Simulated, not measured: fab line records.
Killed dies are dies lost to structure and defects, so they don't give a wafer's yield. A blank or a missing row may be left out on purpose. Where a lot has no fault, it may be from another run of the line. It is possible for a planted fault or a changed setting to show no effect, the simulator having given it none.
A struck lot beside a sound one	flow n5-finfet	16 steps out of a route of 1938
Sound: these wafers, L869.1, L869.5, L869.6. The struck wafers were L858.4, L858.6. The cause comes at the end.
For every step that has rows: the tool of each side, followed by ch and its chambers, followed by its first start. Under that, the readings that differ: sound wafers	struck wafers	difference of the means	sigmas: that difference in standard deviations of wafers without a fault.
alike: readings with means less than 2 such deviations apart, plus words and numbers identical on both sides. not compared: withheld readings, readings lacking a value on some wafer, bounds such as >300 that could conceal the same value, and numbers that have no deviation in the record and whose values overlap.
Wherever a step has rows on one side only, a row that says differs or no value, or a row with sigmas, the two part there. Non-overlapping numbers with no deviation appear without sigmas and do not part them. A reading missing from all wafers of one side parts the sides only when that side holds two or more wafers.

first, 3 steps without rows for these wafers: N5_BEOL_M0_SAQP_EXPOSE_11 (exposes mask M0 CORE, target cd 42 nm); N5_BEOL_M0_SAQP_PEB_12 (peb time 60 s); N5_BEOL_M0_SAQP_DEVELOP_13 (develop time 30 s).
N5_BEOL_M0_SAQP_CD_MEAS_14: the cd target is 42.5 nm.
  sound on cd-sem-02 ch 0, day 10 15:16; struck on cd-sem-01 ch 0, day 7 14:27
  alike: cd-nm
N5_BEOL_M0_SAQP_OVL_MEAS_15:
  sound on overlay-01 ch 0, day 10 15:17; struck on overlay-02 ch 0, day 7 14:28
  alike: M0_CORE_OVL
N5_BEOL_M0_SAQP_INSPECT_16: inspects for defects (brightfield).
  sound: defect-inspect-02 at day 10 15:19; struck: defect-inspect-01 at day 7 14:30
  alike: raw-defect-count
N5_BEOL_M0_SAQP_DESCUM_19: chemistry O2, time 7.9 s.
  sound on rie-diel-05 ch 0,1,3, day 10 15:21; struck on rie-diel-03 ch 0, day 7 14:37
  alike: drypump-motor-current-A, oes-product-au, rf-vpp-V, showerhead-plenum-p-Torr, temp-c, throttle-valve-pct
  not compared: rf-hours-counter-h
N5_BEOL_M0_SAQP_ETCH_83: etches SiARC in CF4, target depth 39 nm, time 65 s.
  sound on rie-diel-05 ch 0,1,3, day 10 15:23; struck on rie-diel-03 ch 0, day 7 14:39
  alike: drypump-motor-current-A, etch-rf-on-time-s, oes-product-au, rf-vpp-V, showerhead-plenum-p-Torr, throttle-valve-pct
  not compared: rf-hours-counter-h
N5_BEOL_M0_SAQP_ETCH_84: etches SOC in N2/H2, target depth 100 nm, overetch 20 nm, time 150 s.
  sound on rie-diel-05 ch 0,1,3, day 10 15:26; struck on rie-diel-03 ch 0, day 7 14:42
  alike: drypump-motor-current-A, oes-product-au, rf-vpp-V, showerhead-plenum-p-Torr, temp-c, throttle-valve-pct
  not compared: rf-hours-counter-h
then, 1 step without rows for these wafers: N5_BEOL_M0_SAQP_STRIP_80 (strips in N2/H2).
N5_BEOL_M0_SAQP_HM_OPEN_112: chemistry CHF3/O2, target SiO2, stops on a-Si, target depth 12 nm, time 13.5 s.
  sound on rie-diel-05 ch 0,1,3, day 10 15:32; struck on rie-diel-03 ch 0, day 7 14:49
  alike: O2_flow_sccm, drypump-motor-current-A, oes-product-au, rf-vpp-V, showerhead-plenum-p-Torr, throttle-valve-pct
  not compared: rf-hours-counter-h
then, 1 step without rows for these wafers: N5_BEOL_M0_SAQP_STRIP_113 (strips in CHF3/O2).
N5_BEOL_M0_SAQP_MANDREL_ETCH_20: etches a-Si in HBr/Cl2, stops on SiNx, target depth 60 nm, bt time 10 s, time 30 s.
  sound on rie-si-01 ch 1,2,3, day 10 15:37; struck on rie-si-05 ch 0,1, day 7 14:56
reading	sound	struck	difference	sigmas
over-etch-frac	0.5 0.5 0.5	0.48376 0.48376	-0.01624	
  alike: drypump-motor-current-A, mfc-cl2-sccm, oes-product-au, throttle-valve-pct
  not compared: rf-hours-counter-h
N5_BEOL_M0_SAQP_STRIP_86: strips in N2/H2.
  sound on rie-diel-03 ch 0,3, day 10 15:44; struck on rie-diel-01 ch 2,3, day 7 14:59
  alike: drypump-motor-current-A, oes-product-au, rf-vpp-V, showerhead-plenum-p-Torr, temp-c, throttle-valve-pct
  not compared: rf-hours-counter-h
-- the record jumps here: 2 days lie between the struck wafers' starts before and after (it left off in module BEOL_M0_SAQP and takes up again in module BEOL_M4, whose first step shown is number 1111 of the route) --
N5_BEOL_M4_RC_MEAS_101:
  sound on prober-01 ch 0, day 12 23:08; struck on prober-02 ch 0, day 9 19:43
  alike: DIBL_N, DIBL_P, IOFF_N, IOFF_P, ION_N, ION_P, SS_N, SS_P, VT_N, VT_P
following that, these wafers have no rows for 1 step: N5_PASSIVATION_PROBE_49.

== WHERE THEY PART ==
Nowhere in this record.

WHY: what had been put in by the simulator
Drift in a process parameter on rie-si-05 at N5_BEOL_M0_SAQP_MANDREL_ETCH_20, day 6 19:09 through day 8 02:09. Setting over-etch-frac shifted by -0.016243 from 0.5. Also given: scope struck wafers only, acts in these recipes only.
